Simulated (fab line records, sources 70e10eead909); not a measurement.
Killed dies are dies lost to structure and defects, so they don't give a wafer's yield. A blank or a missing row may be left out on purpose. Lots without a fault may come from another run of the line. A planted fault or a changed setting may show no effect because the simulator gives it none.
Chamber matching -- flow nand harc -- cmp-04 running NHARC_P_CONTACT_CMP_01: 4 sister chambers
The step polishes SiO2, target thk 200 nm. 4 wafers are shown with their chamber, then 8 later ones without.

WAFERS, EACH WITH ITS CHAMBER
wafer,chamber,motor current A (A)
L080.4,0,12.0
L081.5,3,10.0
L081.6,2,12.5
L083.1,1,13.5

WAFERS WITHOUT THEIR CHAMBER
wafer,motor current A (A)
L083.3,13.3
L083.5,11.7
L088.1,10.5
L088.2,12.1
L088.6,10.6
L091.3,10.5
L091.4,13.5
L091.5,11.2

WHICH CHAMBER EACH WENT THROUGH
wafer,from the rows above,in truth
L083.3,can't be placed: 1 or 2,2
L083.5,can't be placed: 0 or 2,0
L088.1,3,3
L088.2,can't be placed: 0 or 2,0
L088.6,can't be placed: 3 or 0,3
L091.3,3,3
L091.4,1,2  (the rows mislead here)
L091.5,can't be placed: 0 or 3 or 2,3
Correctly placed: 2 of 8. Cannot be placed on the basis of these rows: 5; the candidates contain the true chamber in 5. Wrongly placed: 1.
How it was worked out, from the rows above alone: a wafer's distance from a chamber is the root of the sum, over the readings, of the square of ((its reading less the chamber's mean) divided by the reading's scatter). If the next closest chamber is less than 2 further off than the closest, the wafer can't be placed; otherwise it belongs to the closest. A chamber's mean is the mean of its shown wafers. The scatter: root of mean squared gap, hidden wafer to nearest shown wafer, with one shown wafer a chamber.
